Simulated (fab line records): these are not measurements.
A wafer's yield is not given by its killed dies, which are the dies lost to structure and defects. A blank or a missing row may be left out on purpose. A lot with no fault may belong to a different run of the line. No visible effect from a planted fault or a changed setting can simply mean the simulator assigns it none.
Comparing a struck lot with a sound one -- flow nand-harc -- 14 steps out of a route of 1302
Sound: these wafers, L178.1, L178.5, L178.6. Struck: wafer L186.5 (L186.1, L186.6, from the same lot, were not struck and are left out); the cause is given at the end.
Per side, at each step with rows, come the tool, then ch with its chambers, and then its first start. Under that, the readings that differ: sound wafers -- struck wafers -- difference of the means -- sigmas: that difference in standard deviations of wafers without a fault.
alike: readings whose means differ by less than 2 such deviations, and words and numbers that are the same on both sides. not compared: withheld readings, readings that some wafer has no value for, bounds like >300 that may hide the same value, and numbers for which the record gives no deviation and whose values overlap.
The two part at a step that has a row with sigmas, a row that says differs or no value, or rows on one side only. Non-overlapping numbers with no deviation appear without sigmas and do not part them. A reading missing from all wafers of one side parts the sides only when that side holds two or more wafers.

first, 1 step without rows for these wafers: NHARC_A_STAIRCASE_HARDBAKE_311 (time 140 s).
NHARC_A_STAIRCASE_DESCUM_312: chemistry O2, time 3 s.
  sound on rie-diel-13 ch 0,1,3, day 17 04:33; struck on rie-diel-13 ch 3, day 20 07:29
  alike: drypump-motor-current-A, oes-product-au, rf-vpp-V, showerhead-plenum-p-Torr, throttle-valve-pct
  not compared: rf-hours-counter-h
then, 1 step without rows for these wafers: NHARC_A_STAIRCASE_ETCH_313 (etches the open film in CF4/CHF3).
NHARC_A_STAIRCASE_HM_OPEN_463: chemistry O2/COS.
  sound on rie-diel-13 ch 1,2; struck on rie-diel-13 ch 2
  alike: drypump-motor-current-A, oes-product-au, rf-fwd-power-W, rf-vpp-V, showerhead-plenum-p-Torr, throttle-valve-pct
  not compared: rf-hours-counter-h
then, 1 step without rows for these wafers: NHARC_A_STAIRCASE_STRIP_464 (strips in O2/COS).
NHARC_A_STAIRCASE_ETCH_453: etches the open film in CF4/O2, target depth 30 nm, overetch 3 nm, time 16.5 s.
  sound on rie-diel-13 ch 0,1,2; struck on rie-diel-13 ch 2
  alike: drypump-motor-current-A, oes_ar_750_au, oes_f_703_au, oes_o_777_au, oes-product-au, rf-fwd-power-W, rf-vpp-V, showerhead-plenum-p-Torr, throttle-valve-pct
  not compared: rf-hours-counter-h
then, 1 step without rows for these wafers: NHARC_A_STAIRCASE_ETCH_315 (etches the open film in C4F8/O2/Ar, target depth 2500 nm, time 607.1 s).
NHARC_A_STAIRCASE_STRIP_316: strips in O2.
  sound on rie-diel-13 ch 0,1,2; struck on rie-diel-13 ch 1
  alike: drypump-motor-current-A, oes-product-au, rf-vpp-V, showerhead-plenum-p-Torr, throttle-valve-pct
  not compared: rf-hours-counter-h
then, 3 steps without rows for these wafers: NHARC_A_STAIRCASE_STRIP_317 (strips in SPM, time 900 s); NHARC_A_STAIRCASE_PRECLEAN_318 (cleans in SC1); NHARC_A_STAIRCASE_SRD_329.
NHARC_A_STAIRCASE_ALD_415: deposits SiO2, target thk 30 nm, pulse time 6 s, ald cycles 300.
  sound on ald-hk-01 ch 1,2,3, day 17 06:51; struck on ald-hk-03 ch 2, day 20 11:11
reading,sound,struck,difference,sigmas
ald-cycles,300 300 300,358,+58,
  alike: heater-power-w, precursor-pulse-height-rel
NHARC_A_STAIRCASE_ETCHBACK_416: etches the open film in C4F8/O2/Ar, target depth 36 nm, time 7.2 s.
  sound on rie-diel-13 ch 1,2,3; struck on rie-diel-13 ch 0, day 20 12:49
  alike: oes-product-au, rf-fwd-power-W, rf-vpp-V
  not compared: rf-hours-counter-h
-- jump in the record: it breaks off in module A_STAIRCASE and resumes in module END (first step shown: number 1302 of the route), and 7 days separate the struck wafers' starts before and after --
NHARC_END_SORT_01:
  here the record holds rows for the struck wafers (prober-02 ch 0, day 27 23:02) but none for the sound ones

WHERE THEY PART
Within this record, at NHARC_END_SORT_01 only.

WHY: what had been put in by the simulator
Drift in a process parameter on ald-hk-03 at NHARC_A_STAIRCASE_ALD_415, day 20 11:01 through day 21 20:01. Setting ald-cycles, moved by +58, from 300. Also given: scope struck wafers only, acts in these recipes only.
